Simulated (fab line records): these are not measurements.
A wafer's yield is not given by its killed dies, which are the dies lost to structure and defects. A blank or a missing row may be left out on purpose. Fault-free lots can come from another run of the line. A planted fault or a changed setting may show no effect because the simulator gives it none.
fab line records ; flow n5-finfet
[record] lots = 4; wafers = 12; last-day = 17
route steps=1938 shown BEOL_M0_SAQP@674 BEOL_M0_CUTY@701 BEOL_M0@715 BEOL_M4@1111 PASSIVATION@1936
lots that met no fault: taken from a fault-free run of the same line
start-h: hours from the record's opening day to when the first of the lot's shown wafers began ; wait-h: time in hours since the lot's previous step ; " the same as in the row above ; L1.1+2: several wafers, shown together as one row ; - either no value or no given start ; * or withheld: withheld ; < > ~ a bound
route shown NAME@n: a module of which the file shows steps, and the number in the route of the first ; usual: mean/standard deviation of fault-free wafers ; same: alike in all rows ; chamber/n: place in a boat ; sites: the reading at each site ; _std_site: standard deviation of those values ; _edge_site: the outer-site mean with the inner-site mean subtracted ; radius-mm: for every site, how far away it sits from the centre of the wafer ; mask NAME#n: copy n ; behind: the tool/chamber that last shaped the wafer ; hold: the reason the lot was held/the length of the hold in hours/how it ended ; device: transistor that didn't switch, given as n, p or np ; end of line: the tests these same wafers got at the end of their route ; a step without rows: its recipe alone ; killed: dies that structure and defects cost at the first sort, which is not the same as the wafer's yield ; map: a wafer's dies, x killed, . not, _ none there
set.NAME: the setting that was run; set.NAME@STEP: the one run at that earlier step ; model.NAME: the simulator's own value behind a step, which no gauge read
lots seen at some steps along the route; tables by step, rows by wafer
services: from which hour (start-h, from the record's first day; less than 0 if before it) a tool's chamber was out of use, for how many hours, and why
[[steps]]
[step N5_BEOL_M0_SAQP_STRIP_108]
[recipe] chemistry = N2/H2; power-w = 500; temp-c = 40; pressure-mtorr = 50; rf-frequency-hz = 6e+07; overash-fraction = 0.3; bias-power-w = 28; h2-frac = 0.5; n2-flow-sccm = 300; h2-flow-sccm = 300
[step N5_BEOL_M0_SAQP_RECESS_109]
[recipe] chemistry = HF/NH3; target = SiO2; target-depth-a = 30; afs-cycles = 1; temp-c = 30; sublimation-temp-c = 180; sublimation-time-s = 60
[step N5_BEOL_M0_SAQP_SPACER2_ALD_26]
[recipe] material = SiO2; target-thk-a = 150; temp-c = 300; ald-precursor-family = BDEAS; ald-co-reactant = O2-plasma; pulse-time-s = 1; purge-time-s = 2; co-reactant-purge-time-s = 2; pressure-torr = 2
[step N5_BEOL_M0_SAQP_SPACER2_ETCHBACK_27]
[recipe] chemistry = CHF3/O2; mode = anisotropic-etchback; target = SiO2; target-depth-a = 225; time-s = 11.25; pressure-mtorr = 30; source-w = 650; bias-w = 170; Ar_flow_sccm = 200; CHF3_flow_sccm = 50; O2_flow_sccm = 5; ion-energy-ev = 200
[step N5_BEOL_M0_SAQP_MANDREL2_REMOVE_110]
[recipe] chemistry = HBr/Cl2/O2; bt-time-s = 10; target = a-Si; stop-on = SiCN; endpoint = OES-SiCl; over-etch-frac = 1; icp-w = 600; bias-w = 30; HBr_flow_sccm = 150; Cl2_flow_sccm = 80; O2_flow_sccm = 5; pressure-mtorr = 10
[step N5_BEOL_M0_SAQP_COAT_69]
[recipe] resist = SOC; temp-c = 250; time-s = 60; spin-rpm = 1500; resist-thk-nm = 90
[step N5_BEOL_M0_SAQP_COAT_72]
[recipe] resist = SiARC; temp-c = 220; time-s = 60; spin-rpm = 1500; resist-thk-nm = 15
[step N5_BEOL_M0_SAQP_COAT_87]
[recipe] resist = underlayer; temp-c = 205; time-s = 60; spin-rpm = 1500; resist-thk-nm = 5
[step N5_BEOL_M0_SAQP_COAT_34]
[recipe] resist = CAR-EUV; spin-rpm = 1500; resist-thk-nm = 30
[step N5_BEOL_M0_SAQP_EBR_36]
[recipe] solvent = PGMEA; ebr-width-mm = 1.5
[step N5_BEOL_M0_SAQP_SOFTBAKE_35]
[recipe] temp-c = 110; time-s = 60; resist = CAR-EUV
[step N5_BEOL_M0_SAQP_EXPOSE_37]
[recipe] mask-id = M0_CUT1; na = 0.33; source-shape = annular; sigma-inner = 0.35; sigma-outer = 0.8; polarization = unpolarized; target-cd-nm = 30; dose-mj = 44.75
lot.wafer;tool;chamber;start-h;wait-h;mask;model.BEOL_M0_SAQP.overlay-x-nm
L920.1+3+6;euv-scanner-01;0;168.80;-;M0_CUT1#0;0.2
L928.1+5+6;euv-scanner-01;0;222.03;-;M0_CUT1#0;7.4
L930.1+4+6;euv-scanner-01;0;230.68;-;M0_CUT1#0;8.2
L932.1+2+4;euv-scanner-02;0;243.17;-;M0_CUT1#0;0.2
[step N5_BEOL_M0_SAQP_PEB_38]
[recipe] peb-temp-c = 100; peb-time-s = 60; resist = CAR-EUV
[step N5_BEOL_M0_SAQP_DEVELOP_39]
[recipe] develop-time-s = 30; developer = TMAH; resist = CAR-EUV; rinse-liquid = surfactant-rinse; dry = air-spin; dev-temp-c = 23
[step N5_BEOL_M0_SAQP_OVL_MEAS_41]
[recipe] points-per-wafer = 522
[usual] M0_CUT1_OVL = -0.2/0.73
lot.wafer;tool;chamber;start-h;wait-h;M0_CUT1_OVL[nm]
L920.1;overlay-01;0;168.96;0.0;0.2
L920.3;overlay-01;0;168.96;0.0;0.3
L920.6;overlay-01;0;168.96;0.0;0.4
L928.1;overlay-01;0;222.19;0.0;8.5
L928.5;overlay-01;0;222.19;0.0;7.3
L928.6;overlay-01;0;222.19;0.0;6.8
L930.1;overlay-02;0;230.84;0.0;7.6
L930.4;overlay-02;0;230.84;0.0;7.4
L930.6;overlay-02;0;230.84;0.0;6.6
L932.1;overlay-02;0;243.34;0.0;1.2
L932.2;overlay-02;0;243.34;0.0;0.8
L932.4;overlay-02;0;243.34;0.0;0.8
[step N5_BEOL_M0_SAQP_DESCUM_45]
[recipe] chemistry = O2; time-s = 7; source-power-w = 50; bias-power-w = 20; pressure-mtorr = 20; rf-frequency-hz = 2.712e+07; temp-c = 40; resist = CAR-EUV; o2-flow-sccm = 225
[step N5_BEOL_M0_SAQP_ETCH_88]
[recipe] chemistry = N2/H2; target = underlayer; target-depth-a = 65; time-s = 5.2; ion-energy-ev = 200; mask-material = CAR-EUV; pressure-mtorr = 30; source-w = 840; bias-w = 150; n2-flow-sccm = 200; h2-flow-sccm = 200; ends = cleared
[step N5_BEOL_M0_SAQP_ETCH_73]
[recipe] chemistry = CF4; target = SiARC; target-depth-a = 195; mask-material = CAR-EUV; time-s = 32.5; ion-energy-ev = 80; pressure-mtorr = 40; source-w = 545; bias-w = 36; Ar_flow_sccm = 100; cf4-flow-sccm = 100; ends = cleared
[step N5_BEOL_M0_SAQP_CUT_ETCH_46]
[recipe] chemistry = N2/H2; target = SOC; target-depth-a = 1350; overetch-a = 270; temp-c = 40; time-s = 202.5; ion-energy-ev = 200; mask-material = SiARC; pressure-mtorr = 30; source-w = 840; bias-w = 150; n2-flow-sccm = 200; h2-flow-sccm = 200
[step N5_BEOL_M0_SAQP_STRIP_74]
[recipe] chemistry = N2/H2; temp-c = 40; n2-flow-sccm = 200; h2-flow-sccm = 200; rf-frequency-hz = 6e+07
[step N5_BEOL_M0_SAQP_STRIP_89]
[recipe] chemistry = N2/H2; temp-c = 40; n2-flow-sccm = 200; h2-flow-sccm = 200; rf-frequency-hz = 6e+07
[step N5_BEOL_M0_SAQP_ALD_48]
[recipe] material = SiO2; target-thk-a = 200; temp-c = 100; ald-precursor-family = BDEAS; ald-co-reactant = O2-plasma; pulse-time-s = 1; co-reactant-pulse-time-s = 1; purge-time-s = 2; co-reactant-purge-time-s = 2; ald-cycles = 139; pressure-torr = 2
[step N5_BEOL_M0_SAQP_ETCH_49]
[recipe] chemistry = CF4/O2; target-depth-a = 370; target = SiO2; pressure-mtorr = 40; source-w = 535; bias-w = 49; Ar_flow_sccm = 100; cf4-flow-sccm = 100; O2_flow_sccm = 10; ion-energy-ev = 100
[step N5_BEOL_M0_SAQP_STRIP_75]
[recipe] chemistry = CF4; resist = SiARC; power-w = 300; bias-power-w = 75; pressure-mtorr = 50; cf4-flow-sccm = 150; rf-frequency-hz = 6e+07
[step N5_BEOL_M0_CUTY_COAT_50]
[recipe] resist = SiARC; temp-c = 220; time-s = 60; spin-rpm = 1500; resist-thk-nm = 15
[step N5_BEOL_M0_CUTY_COAT_51]
[recipe] resist = CAR-ArF-block; spin-rpm = 1500; resist-thk-nm = 150
[step N5_BEOL_M0_CUTY_EBR_52]
[recipe] solvent = PGMEA; ebr-width-mm = 1.5
[step N5_BEOL_M0_CUTY_SOFTBAKE_53]
[recipe] temp-c = 110; time-s = 60; resist = CAR-ArF-block
[step N5_BEOL_M0_CUTY_EXPOSE_54]
[recipe] mask-id = M0_ABLK; na = 1.35; source-shape = conventional; sigma-outer = 0.8; polarization = unpolarized; dose-mj = 36
[step N5_BEOL_M0_CUTY_PEB_55]
[recipe] peb-temp-c = 110; peb-time-s = 60; resist = CAR-ArF-block
[step N5_BEOL_M0_CUTY_DEVELOP_56]
[recipe] develop-time-s = 30; developer = TMAH; resist = CAR-ArF-block; rinse-liquid = diw; dry = air-spin; dev-temp-c = 23
[step N5_BEOL_M0_CUTY_DESCUM_61]
[recipe] chemistry = O2; time-s = 7.9; source-power-w = 50; bias-power-w = 20; pressure-mtorr = 20; rf-frequency-hz = 2.712e+07; temp-c = 40; resist = CAR-ArF-block; o2-flow-sccm = 225
[step N5_BEOL_M0_CUTY_ETCH_62]
[recipe] chemistry = CF4; target = SiARC; mask-material = CAR-ArF-block; time-s = 58.5; ion-energy-ev = 80; pressure-mtorr = 40; source-w = 545; bias-w = 36; Ar_flow_sccm = 100; cf4-flow-sccm = 100; ends = cleared
[step N5_BEOL_M0_CUTY_ETCH_63]
[recipe] chemistry = N2/H2; target = SOC; target-depth-a = 827; overetch-a = 165; mask-material = SiARC; temp-c = 40; ion-energy-ev = 200; time-s = 124; pressure-mtorr = 30; source-w = 840; bias-w = 150; n2-flow-sccm = 200; h2-flow-sccm = 200
[step N5_BEOL_M0_CUTY_STRIP_64]
[recipe] chemistry = N2/H2; temp-c = 40; n2-flow-sccm = 200; h2-flow-sccm = 200; rf-frequency-hz = 6e+07
[step N5_BEOL_M0_ETCH_138]
[recipe] chemistry = CH3F/O2; target-depth-a = 120; target = SiCN; time-s = 31.6; ion-energy-ev = 120; pressure-mtorr = 30; source-w = 395; bias-w = 75; Ar_flow_sccm = 150; CH3F_flow_sccm = 30; O2_flow_sccm = 20; ends = cleared
[step N5_BEOL_M4_RC_MEAS_101]
[usual] DIBL_N = 36.3/1.6; DIBL_P = 36.2/2; IOFF_N = 0.160/0.028; IOFF_P = 0.21/0.036; ION_N = 677/11; ION_P = 465/6.9; SS_N = 71.5/0.55; SS_P = 73.3/0.64; VT_N = 250/3; VT_P = -250/3.5
lot.wafer;tool;chamber;start-h;wait-h;DIBL_N[mV/V];DIBL_P[mV/V];IOFF_N[nA/um];IOFF_P[nA/um];ION_N[uA/um];ION_P[uA/um];SS_N[mV/dec];SS_P[mV/dec];VT_N[mV];VT_P[mV]
L920.1;prober-01;0;238.41;0.0;37.8;40.2;0.183;0.24;669;455;72.0;74.2;250;-250
L920.3;prober-01;0;238.41;0.0;36.9;38.4;0.185;0.20;682;457;72.1;73.4;248;-250
L920.6;prober-01;0;238.41;0.0;35.4;36.7;0.150;0.19;673;458;71.8;73.1;249;-254
L928.1;prober-01;0;280.45;0.0;36.8;37.4;0.160;0.21;682;469;71.9;73.5;252;-250
L928.5;prober-01;0;280.45;0.0;36.4;37.4;0.142;0.20;667;465;71.4;73.9;252;-250
L928.6;prober-01;0;280.45;0.0;37.4;38.1;0.176;0.22;680;465;72.3;73.5;249;-249
L930.1;prober-01;0;300.08;0.0;34.1;33.0;0.138;0.19;678;467;70.6;73.1;250;-252
L930.4;prober-01;0;300.08;0.0;34.9;32.7;0.140;0.18;689;464;71.3;73.0;252;-251
L930.6;prober-01;0;300.08;0.0;36.4;35.2;0.176;0.21;700;466;71.7;73.6;249;-250
L932.1;prober-01;0;305.74;0.0;36.5;35.4;0.156;0.21;681;467;71.1;73.1;248;-250
L932.2;prober-01;0;305.74;0.0;37.6;36.3;0.190;0.23;700;480;71.7;73.4;246;-249
L932.4;prober-01;0;305.74;0.0;38.0;37.8;0.199;0.25;698;476;72.2;74.3;245;-248
[step N5_PASSIVATION_PROBE_49]
[usual] defect-limited-yield = 91.2/1.5; killed_at_M0_to_M3 = 36/10; killed_at_M4_up = 13/6; killed-at-contacts = 11/5.2; killed-at-front-end = 40/11; killed-at-other = 3.1/2.9; killed-dies = 104/17; killed-on-rim = 14/3.6; killed-open = 66/12; killed-short = 34/7.7; sort_bin_5_function = 5.1/0.91; sort_bin_6_memory = 3.2/0.67; sort-n-pass = 1076/17; sort-yield-pct = 91.2/1.5
[same] gross-dies = 1180; killed-at-back-side = 0; sort_bin_4_leakage[%] = 0; sort_bin_8_speed[%] = 0
lot.wafer;tool;chamber;start-h;wait-h;defect-limited-yield[%];killed_at_M0_to_M3;killed_at_M4_up;killed-at-contacts;killed-at-front-end;killed-at-other;killed-dies;killed-on-rim;killed-open;killed-short;sort_bin_5_function[%];sort_bin_6_memory[%];sort-n-pass;sort-yield-pct[%]
L920.6;prober-02;-;340.20;0.3;92.6;25;19;11;27;5;87;8;54;29;4.0;2.9;1093;92.6
L928.1;prober-01;-;388.67;0.0;16.1;907;4;11;66;2;990;124;60;43;44.4;2.9;190;16.1
L928.5;prober-01;-;388.87;0.2;25.0;817;8;8;49;3;885;114;59;38;37.8;2.7;295;25.0
L928.6;prober-01;-;388.92;0.3;46.0;565;2;23;45;2;637;80;81;37;28.4;3.8;543;46.0
L930.1;prober-01;-;403.87;0.0;8.8;1004;13;15;41;3;1076;131;72;34;46.4;3.2;104;8.8
L930.4;prober-01;-;404.02;0.2;11.4;979;17;13;33;4;1046;138;67;41;45.3;3.9;134;11.4
L930.6;prober-01;-;404.12;0.3;7.2;1005;6;14;64;6;1095;147;81;38;46.3;2.9;85;7.2
// killed by level:class
L920.6 MOL_CONTACT_COAG:geometric-particle:open=9 STI_FIN_REVEAL:geometric-particle:open=7 BEOL_M0_SAQP:geometric-particle:short=6 BEOL_M5:geometric-particle:open=5 STARTING-WAFER:geometric-particle:open=5 DUMMY_GATE:geometric-particle:open=4 BEOL_M0_SAQP:geometric-particle:open=4 BEOL_M1:geometric-particle:open=4
L928.1 BEOL_M0_SAQP:overlay=875 FIN_SAQP:geometric-particle:open=23 FIN_SAQP:geometric-particle:short=19 HKMG_FIN:area-etch=12 BEOL_M0_SAQP:geometric-particle:short=11 MOL_CONTACT_COAG:geometric-particle:open=10 BEOL_M0_SAQP:geometric-particle:open=10 BEOL_M3:geometric-particle:open=4
L928.5 BEOL_M0_SAQP:overlay=777 FIN_SAQP:geometric-particle:short=14 BEOL_M0_SAQP:geometric-particle:open=14 BEOL_M0_SAQP:geometric-particle:short=13 FIN_SAQP:geometric-particle:open=12 HKMG_FIN:area-etch=9 MOL_CONTACT_COAG:geometric-particle:open=7 BEOL_M2:geometric-particle:open=7
L928.6 BEOL_M0_SAQP:overlay=514 MOL_CONTACT_COAG:geometric-particle:open=18 BEOL_M0_SAQP:geometric-particle:open=16 FIN_SAQP:geometric-particle:open=14 BEOL_M0_SAQP:geometric-particle:short=10 FIN_SAQP:geometric-particle:short=9 BEOL_M2:geometric-particle:open=9 BEOL_M1:geometric-particle:open=5
L930.1 BEOL_M0_SAQP:overlay=968 FIN_SAQP:geometric-particle:open=15 MOL_CONTACT_COAG:geometric-particle:open=14 BEOL_M2:geometric-particle:open=11 FIN_SAQP:geometric-particle:short=9 BEOL_M4:geometric-particle:open=7 BEOL_M0_SAQP:geometric-particle:short=5 BEOL_M1:geometric-particle:open=4
L930.4 BEOL_M0_SAQP:overlay=934 BEOL_M2:geometric-particle:open=13 BEOL_M0_SAQP:geometric-particle:short=12 MOL_CONTACT_COAG:geometric-particle:open=11 FIN_SAQP:geometric-particle:open=9 FIN_SAQP:geometric-particle:short=6 BEOL_M3:geometric-particle:open=6 BEOL_M4:geometric-particle:open=5
L930.6 BEOL_M0_SAQP:overlay=968 FIN_SAQP:geometric-particle:short=16 FIN_SAQP:geometric-particle:open=12 MOL_CONTACT_COAG:geometric-particle:open=10 STI_FIN_REVEAL:geometric-particle:open=8 BEOL_M0:geometric-particle:open=8 BEOL_M1:geometric-particle:open=8 BEOL_M3:geometric-particle:open=7
// map L928.1 (x killed, . not)
_________________xxx.xxx..xxx________________
______________x.xxx.xxxxxxxx.xx._____________
___________x.xxxxx.xxx.xxxxxxx..xxx__________
__________xxxxxxxxxxxxx.xxxxxxxxxxxx_________
________xx.xxxxxxxxxxxx...xxxx.xxxxxxx_______
_______xxxxxxxxxx.x.xxxxxxxxxxx.xxx.xxx______
______xxx.x..x.x.xxxxxxxx..xxxxx..x.x.x._____
_____xxxxxx.xxxx.xxx.xx..xxxxxxxxxx.xxx.x____
____.xxxxxxxxxxxx..xxxxx.xxxxxxxx.xxx.xxxx___
___...xxxxx..xxxxxxxxxxxxxxxxxxx.xxxxxxxxxx__
___xxxxxxxxxxx.xxxx.xxxxxxxxxxxxxxxxx.xxxxx__
__xxx.xxx.xxxxx.x..xxxxx.xxxxxxx.xx.xxxx.xxx_
__xxxxxxxxxxxxxxx.xx.xx.xxx.xxxx.xx.x.xxxxxx_
_.xxxxx.x.x.xxxxxx.xxxxxxx.x.xxxx.xxxxxxx.xxx
_xxxxxxxxxxxx.xxxx.xxxxxxxxx..xxxxxxxxx.xxxxx
_xx.x.xx.xxx.xxx.xxxxxxxxxxxxx.xxxxxxxxxx..xx
_xxxxx..x..xxxxxx.xx.xxxxx.x.xxxxxx....xxxxxx
_x..xxxxxxxxx.xxxxxx.x.xxx.x.xxxxxxx.xxxxxxx.
_xxxx.xx.xxxxx.xxxxxxxxxxx.xx.xxxxxxxxxx..x.x
_.xx.xxxx.xxxxxxxx.xxx.xx.xxxxxxxxxxxxxxxx.xx
_xx..xxxx..xxxxx.xxxxxxxxxxxxxxxxxxxx.xxxxxxx
__xxxxxxxxxxxxxxxxxxx.x.xxxxx.xxxxxxxxxx.xxx_
__xxxx.xxxxxxx.xxx.xxxx.x.xxxxxxxxxxxxxxxxxx_
___xxxxxxxxx.xxxxx.x.xxxxxxxxxxxxxxxxxxxxx.__
___xxx.xxxxxxxxx.xxxxxx.xx.xx.xxx..xxx.xxxx__
____xxxxx.xx.xxxx.x.xxxxxxxx.xx.xxx.xxxxxx___
_____xxxxxx.x.xxxxxxxx.xxxxxxxxxxxxxxxxx.____
______.xxxxx.xxxxxx.x.xxxxxxxxxxxxxxxxxx_____
_______xxxxxxxxxxxxxxxxxxxxxxxxxx.xxxxx______
________x.xxxxxxxxxxx..xxx.x.xxxx.xxxx_______
__________x.x.xxxxxxxxx.xxxxxxxxxxxx_________
___________xxxxx.xxxxxxxx.xxxxxxxx.__________
______________.xxxxxxxxxxxxxxxxx_____________
_________________xxx..x.xx.xx________________
// map L930.6 (x killed, . not)
_________________xxxxxxxxxxxx________________
______________xx.xxxxxx.xxxxxxxx_____________
___________xx.x..xxxxxxxxxxxxxxxxxx__________
__________xxxxxx.xxxxxxxxxxxxxx.xxxx_________
________xxx.xxxxxxxxxxxxxxxxxxxxxxxxxx_______
_______xxxx..xxx.xxxxxxxxxxx.xxxxxxxxxx______
______xxxxxxxxxxxxxxxxxxxxx.xxxxxx.x.xxx_____
_____xxxxxxxxxxxxxxxxxx.xxx.x.xxxxxxxxxxx____
____xxxxxxxxxxxxxxxxxxxxxxxxxxxxxxxxxxxxxx___
___x.xx.xxxxxxxxxxxxxxxxxxxxxx.xxxx.xxxxxxx__
___xxxxxxxxxxx.x.xxxx.xxxxxxxxx.xxxxxxxxxxx__
__xxxxxxxxx.xxxxxxxxxxxxxxxxxxxxxxxxxxxxxxxx_
__xxx.xxxxxxxxxxxxxxxxxxxxxxx.xx.xxxxxxx.xxx_
_xxxxxxxxx.xxxxxxxxxx.xxxxxxxx.xxxxxxxxxxxxxx
_xxxxxxxxxxxx.xxxxxxx..xxxxxxxxxx.xxxxxxxxxxx
_xxx.xxxxxxxxxxxxxxxxxxxxxxx..xxxxxxxxxxxxxxx
_xxxxxxxxxxxxxx.xxxxxxxxxxxx.xxxxxxxxxxxxxxxx
_xxxxxxxxxxxxx.xxxxxxxxx.xxxxxxxxxxxx.xxxxxxx
_xxxxxxxxxxxxxxx.xxxxxx.xxxxxxxxxxxxxxxxxxxxx
_xxxxx.xxxxxxxxxxxxxxxxx.xxxx.xxxx.xxxxxxxxxx
_xxxxxxxxxxxxxxx.xxxxx.xx.xxxx.xxxxxxxxxxxxxx
__xxxxxxxxxxxxxxx..xxxxxxxxxxxx.xx.xxxx.xxxx_
__xxxxxxx.xxxxxxxxxxxxxxxxxxxxxxxxxxxxxxxxxx_
___xxxxxxxxxxxxxxxxxxxxxxx.xxxxxxxxxxxxxxx.__
___xxxxxxxxxxxxx...xxxxxxxxxxxxxxxxxxx.xxxx__
____xxxxxxxx.xxxx.xxx.xxxxx.x.xxxxxxxxxxxx___
_____xxxxxxxxxxxxxxxxxxxxxxxxxxxxxxxxxxxx____
______xxxx.xx.xxxxxxxxxxxx.xxxxxxxxxx.xx_____
_______xxxxxx.xxxxxx.xxxxxxxxxxxxxxxxxx______
________xxxx.xxxxxxxxxxxxx.xxxxxxxxxxx_______
__________xxxxxxxxxxxxxxxxxxxxxxxxxx_________
___________xxxxxxxxxxxxxxxxxx..xxxx__________
______________xxxxxxxxx.xxxxxxxx_____________
_________________xxxxxxxx.xxx________________
[[services]]
tool;chamber;start-h;hours;kind
euv-scanner-02;-;159.10;4.6;pm
euv-scanner-01;0;179.18;-;calibration
euv-scanner-02;-;181.79;1.0;pm
euv-scanner-01;-;196.86;1.0;pm
euv-scanner-01;-;207.38;1.3;repair
euv-scanner-01;-;231.55;18.0;repair
euv-scanner-02;-;239.55;0.3;repair
[[key]]
[first-sign] step = N5_BEOL_M0_SAQP_OVL_MEAS_41; reading = M0_CUT1_OVL; direction = up; sigmas = 10; usual = -0.2; struck = 7.4
[effect] step = N5_PASSIVATION_PROBE_49; reading = killed_at_M0_to_M3; direction = up; sigmas = 82; usual = 36; struck = 880
[model-effect] step = N5_BEOL_M0_SAQP_EXPOSE_37; value = BEOL_M0_SAQP.overlay-x-nm; without = 0; struck = 7.8
[more-kills-born-at] N5_BEOL_M0_SAQP_EXPOSE_37@euv-scanner-01 = 5036
met-at N5_BEOL_M0_SAQP_EXPOSE_37
struck-wafers L928.1,L928.5,L928.6,L930.1,L930.4,L930.6
[baseline-loss] step = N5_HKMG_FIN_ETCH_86; wafers = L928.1
onset-between 168.80 222.03
[fault] kind = scanner-matching-overlay; tool = euv-scanner-01; chamber = -; onset-h = 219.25; steps = N5_BEOL_M0_SAQP_EXPOSE_37; offset = 7.7465
// baseline-loss: these wafers lose ten dies or more at that step, a loss of the line's own and not of a fault; the sort's usual values leave them out
